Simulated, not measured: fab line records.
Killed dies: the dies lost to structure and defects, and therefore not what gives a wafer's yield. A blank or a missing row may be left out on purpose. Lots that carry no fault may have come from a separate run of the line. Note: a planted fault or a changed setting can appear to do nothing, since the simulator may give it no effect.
Which tool is to blame? | flow nand-harc | 11 lots, 33 wafers sampled, at 5 steps of a route of 1302

== WHAT THE GAUGES SHOWED, per wafer ==
NHARC_END_SORT_01. Usual: killed-at-array 52, standard deviation 19; killed-at-other 1.0, standard deviation 1.2; killed-at-periphery 4.1, standard deviation 2.8; killed-dies 57, standard deviation 19; killed-open 3.1, standard deviation 1.7; killed-short 2.5, standard deviation 1.5.
lot  | measured     | on        | killed-at-array | killed-at-other | killed-at-periphery | killed-dies | killed-open | killed-short | flag
L369 | day 28 18:43 | prober-01 | 24 29 19        | 0 0 1           | 5 6 1               | 29 35 21    | 4 3 3       | 4 4 2        |

== WHAT TOOL EACH LOT RAN ON (gives the tool, then ch and the chambers of the sampled wafers, and finally the start) ==
lot  | NHARC_A_STAIRCASE_ETCH_452                    | NHARC_A_STAIRCASE_HM_DEP_462  | NHARC_A_STAIRCASE_ETCH_453         | NHARC_A_STAIRCASE_STRIP_316
L360 | rie-diel-12 ch 0,2,3, day 16 16:31 or earlier | acl-dep-03 ch 0, day 16 16:31 | rie-diel-04 ch 0,1, day 16 19:26   | rie-diel-04 ch 0,3, no start
L361 | rie-diel-12 ch 2,3, day 16 23:07 or earlier   | acl-dep-02 ch 0, day 16 23:07 | rie-diel-05 ch 0,1,2, day 17 03:48 | rie-diel-05 ch 1,2, no start
L362 | rie-diel-04 ch 0,1,2, day 17 10:08 or earlier | acl-dep-03 ch 0, day 17 10:08 | rie-diel-12 ch 1,3, day 17 13:35   | rie-diel-12 ch 0,3, no start
L363 | rie-diel-04 ch 0,1,3, day 17 23:53 or earlier | acl-dep-03 ch 0, day 17 23:53 | rie-diel-12 ch 0,1,2, day 18 02:58 | rie-diel-12 ch 0,2,3, no start
L369 | rie-diel-04 ch 1,2,3, day 21 03:01 or earlier | acl-dep-01 ch 0, day 21 03:01 | rie-diel-12 ch 0,1,3, day 21 06:25 | rie-diel-12 ch 0,1,3, day 28 18:43 or earlier
L373 | rie-diel-05 ch 0,1,3, day 21 22:58 or earlier | acl-dep-01 ch 0, day 21 22:58 | rie-diel-12 ch 0,2,3, day 22 02:22 | rie-diel-12 ch 0,1,3, no start
L377 | rie-diel-04 ch 0,1,3, day 23 19:00 or earlier | acl-dep-02 ch 0, day 23 19:00 | rie-diel-05 ch 1,2,3, day 23 22:52 | rie-diel-05 ch 0,2,3, no start
L379 | rie-diel-12 ch 0,1,2, day 24 17:20 or earlier | acl-dep-02 ch 0, day 24 17:20 | rie-diel-04 ch 0,2, day 24 20:36   | rie-diel-04 ch 1,3, no start
L378 | rie-diel-05 ch 1,2, day 24 21:31 or earlier   | acl-dep-02 ch 0, day 24 21:31 | rie-diel-05 ch 0,2, day 25 00:35   | rie-diel-05 ch 0,1,3, no start
L382 | rie-diel-12 ch 0,2,3, day 25 19:43 or earlier | acl-dep-01 ch 0, day 25 19:43 | rie-diel-05 ch 1,2,3, day 25 23:06 | rie-diel-05 ch 0,1,3, no start
L383 | rie-diel-12 ch 0,1,3, day 26 05:18 or earlier | acl-dep-01 ch 0, day 26 05:18 | rie-diel-04 ch 0,1,3, day 26 07:52 | rie-diel-04 ch 0,1,3, no start
- NHARC_A_STAIRCASE_ETCH_452: etches the open film in CF4/O2, target depth 30 nm, overetch 3 nm, time 16.5 s.
- NHARC_A_STAIRCASE_HM_DEP_462: deposits aC, target thk 800 nm.
- NHARC_A_STAIRCASE_ETCH_453: etches the open film in CF4/O2, target depth 30 nm, overetch 3 nm, time 16.5 s.
- NHARC_A_STAIRCASE_STRIP_316: strips in O2.

== WHAT THE TOOLS THEMSELVES READ (means of the sampled wafers that have a number; where no wafer has one, the mark that the record gives instead) ==
NHARC_A_STAIRCASE_ETCH_452. Usual: cf4-flow-sccm 80.03 sccm, standard deviation 0.22; drypump-motor-current-A 5.79 A, standard deviation 0.23; oes_f_703_au 1.000 a.u., standard deviation 0.0045; oes_o_777_au 1.001 a.u., standard deviation 0.0047; oes-product-au 1.002 a.u., standard deviation 0.016; rf-vpp-V 197.5 V, standard deviation 1.2; showerhead-plenum-p-Torr 1.32 Torr, standard deviation 0.041; throttle-valve-pct 13.396 %, standard deviation 0.0091.
lot  | tool        | cf4-flow-sccm (sccm) | drypump-motor-current-A (A) | oes_f_703_au (a.u.) | oes_o_777_au (a.u.) | oes-product-au (a.u.) | rf-vpp-V (V) | showerhead-plenum-p-Torr (Torr) | throttle-valve-pct (%) | flag
L360 | rie-diel-12 | 80.16                | 5.73                        | 0.998               | 0.998               | 0.993                 | 198.2        | 1.30                            | 13.402                 |
L361 | rie-diel-12 | 80.11                | 5.65                        | 0.995               | 1.002               | 0.998                 | 197.4        | 1.29                            | 13.393                 |
L362 | rie-diel-04 | 80.12                | 5.91                        | 1.003               | 1.001               | 1.013                 | 198.3        | 1.37                            | 13.395                 |
L363 | rie-diel-04 | 79.97                | 5.68                        | 1.001               | 1.001               | 1.019                 | 197.5        | 1.34                            | 13.400                 |
L369 | rie-diel-04 | 79.98                | 5.78                        | 0.997               | 1.004               | 1.004                 | 198.3        | 1.36                            | 13.394                 |
L373 | rie-diel-05 | 79.77                | 5.74                        | 1.006               | 0.996               | 0.999                 | 196.8        | 1.28                            | 13.392                 |
L377 | rie-diel-04 | 79.99                | 5.68                        | 1.004               | 1.003               | 1.009                 | 197.8        | 1.34                            | 13.388                 |
L379 | rie-diel-12 | 79.90                | 5.79                        | 0.994               | 1.003               | 1.000                 | 197.0        | 1.31                            | 13.386                 |
L378 | rie-diel-05 | 80.13                | 6.06                        | 1.001               | 0.999               | 1.012                 | 196.0        | 1.26                            | 13.401                 |
L382 | rie-diel-12 | 80.12                | 5.71                        | 0.997               | 1.001               | 0.977                 | 196.7        | 1.29                            | 13.393                 |
L383 | rie-diel-12 | 79.71                | 5.75                        | 1.006               | 1.002               | 0.993                 | 196.7        | 1.29                            | 13.390                 |

NHARC_A_STAIRCASE_HM_DEP_462. Usual: throttle-valve-pct 35.000 %, standard deviation 0.0086.
lot  | tool       | throttle-valve-pct (%) | flag
L360 | acl-dep-03 | 35.003                 |
L361 | acl-dep-02 | 35.005                 |
L362 | acl-dep-03 | 34.990                 |
L363 | acl-dep-03 | 35.004                 |
L369 | acl-dep-01 | 35.003                 |
L373 | acl-dep-01 | 34.996                 |
L377 | acl-dep-02 | 34.998                 |
L379 | acl-dep-02 | 34.999                 |
L378 | acl-dep-02 | 34.999                 |
L382 | acl-dep-01 | 34.992                 |
L383 | acl-dep-01 | 35.005                 |

NHARC_A_STAIRCASE_ETCH_453. Usual: cf4-flow-sccm 80.02 sccm, standard deviation 0.26; drypump-motor-current-A 5.80 A, standard deviation 0.24; oes_f_703_au 1.000 a.u., standard deviation 0.0044; oes_o_777_au 1.000 a.u., standard deviation 0.0049; oes-product-au 1.002 a.u., standard deviation 0.016; rf-vpp-V 197.4 V, standard deviation 1.2; showerhead-plenum-p-Torr 1.31 Torr, standard deviation 0.039; throttle-valve-pct 13.397 %, standard deviation 0.0073.
lot  | tool        | cf4-flow-sccm (sccm) | drypump-motor-current-A (A) | oes_f_703_au (a.u.) | oes_o_777_au (a.u.) | oes-product-au (a.u.) | rf-vpp-V (V) | showerhead-plenum-p-Torr (Torr) | throttle-valve-pct (%) | flag
L360 | rie-diel-04 | 80.04                | 5.83                        | 0.996               | 0.996               | 1.013                 | 198.1        | 1.36                            | 13.398                 |
L361 | rie-diel-05 | 79.96                | 5.85                        | 1.003               | 0.996               | 1.003                 | 196.9        | 1.29                            | 13.398                 |
L362 | rie-diel-12 | 80.28                | 5.74                        | 1.004               | 0.996               | 1.008                 | 197.4        | 1.32                            | 13.394                 |
L363 | rie-diel-12 | 80.05                | 5.81                        | 0.996               | 1.000               | 0.999                 | 197.6        | 1.32                            | 13.398                 |
L369 | rie-diel-12 | 39.85                | 5.76                        | 1.141               | 2.033               | 1.003                 | 197.2        | 0.89                            | 10.377                 | OFF
L373 | rie-diel-12 | 40.20                | 5.74                        | 1.142               | 2.032               | 0.986                 | 197.6        | 0.89                            | 10.369                 | OFF
L377 | rie-diel-05 | 80.24                | 5.95                        | 1.001               | 0.999               | 1.005                 | 197.3        | 1.28                            | 13.399                 |
L379 | rie-diel-04 | 80.06                | 6.14                        | 1.001               | 1.000               | 1.025                 | 199.2        | 1.37                            | 13.400                 |
L378 | rie-diel-05 | 80.07                | 5.63                        | 1.002               | 0.996               | 0.988                 | 197.6        | 1.30                            | 13.403                 |
L382 | rie-diel-05 | 79.73                | 5.95                        | 1.002               | 1.000               | 1.001                 | 196.1        | 1.28                            | 13.401                 |
L383 | rie-diel-04 | 80.03                | 5.67                        | 0.999               | 0.997               | 1.014                 | 198.5        | 1.33                            | 13.396                 |

NHARC_A_STAIRCASE_STRIP_316. Usual: drypump-motor-current-A 5.81 A, standard deviation 0.23; oes-product-au 1.003 a.u., standard deviation 0.015; rf-vpp-V 57.6 V, standard deviation 0.84; showerhead-plenum-p-Torr 3.46 Torr, standard deviation 0.094; throttle-valve-pct 17.036 %, standard deviation 0.009.
lot  | tool        | drypump-motor-current-A (A) | oes-product-au (a.u.) | rf-vpp-V (V) | showerhead-plenum-p-Torr (Torr) | throttle-valve-pct (%) | flag
L360 | rie-diel-04 | 5.81                        | 1.023                 | 58.7         | 3.53                            | 17.032                 |
L361 | rie-diel-05 | 6.07                        | 1.019                 | 57.3         | 3.38                            | 17.035                 |
L362 | rie-diel-12 | 5.68                        | 0.994                 | 57.8         | 3.38                            | 17.034                 |
L363 | rie-diel-12 | 5.76                        | 0.996                 | 56.6         | 3.43                            | 17.030                 |
L369 | rie-diel-12 | 5.76                        | 1.003                 | 57.5         | 3.42                            | 17.034                 |
L373 | rie-diel-12 | 5.76                        | 0.997                 | 57.0         | 3.42                            | 17.028                 |
L377 | rie-diel-05 | 5.77                        | 0.993                 | 58.1         | 3.43                            | 17.042                 |
L379 | rie-diel-04 | 5.60                        | 1.007                 | 57.9         | 3.54                            | 17.036                 |
L378 | rie-diel-05 | 5.76                        | 1.005                 | 56.9         | 3.36                            | 17.039                 |
L382 | rie-diel-05 | 5.75                        | 0.998                 | 56.9         | 3.36                            | 17.040                 |
L383 | rie-diel-04 | 5.68                        | 1.006                 | 58.0         | 3.51                            | 17.035                 |

== THE ANSWER, worked out from the rows above alone ==
Rule: a lot counts as off when the mean over its wafers that have a number is more than 3 standard deviations away from the usual mean. A lot without any number at a reading at which 4 lots or more have one is off too. Any other lot the step has rows for is counted as sound. The gauges are gone through in route order, then the tools' own readings, and for those a lot's mean is taken as printed above. At the first step where some lot is off, the reading lying furthest off is the one used; lots without a number count as furthest.
Off: L369, L373 (NHARC_A_STAIRCASE_ETCH_453, throttle-valve-pct).
If a tool, at that step or one of the process steps before it, ran each lot that is off and ran no sound lot following the first of them, it fits. With no start given for some of its lots, NHARC_A_STAIRCASE_ETCH_452 uses the hours and lot order of NHARC_A_STAIRCASE_HM_DEP_462. One candidate fits, namely rie-diel-12 at NHARC_A_STAIRCASE_ETCH_453. Its last sound lot is L363 (day 18 02:58), its first lot that is off L369 (day 21 06:25): a fault that began between those two fits.
The tool's own readings at NHARC_A_STAIRCASE_ETCH_453 bear it out: on the lots that are off they differ by more than 5 times the standard deviation of the sound lots' means. cf4-flow-sccm reads 40.03 sccm there against 80.05 sccm on the sound lots; oes_f_703_au reads 1.141 a.u. there against 1.000 a.u. on the sound lots; oes_o_777_au reads 2.032 a.u. there against 0.998 a.u. on the sound lots; showerhead-plenum-p-Torr reads 0.89 Torr there against 1.32 Torr on the sound lots; throttle-valve-pct reads 10.373 % there against 13.399 % on the sound lots.

== WHAT THE SIMULATOR PUT IN ==
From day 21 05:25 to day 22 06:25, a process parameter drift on rie-diel-12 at NHARC_A_STAIRCASE_ETCH_453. A move of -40 in setting cf4-flow-sccm, from 80. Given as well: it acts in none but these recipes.
Lots struck among those shown: L369, L373. The rule above reached the same finding.
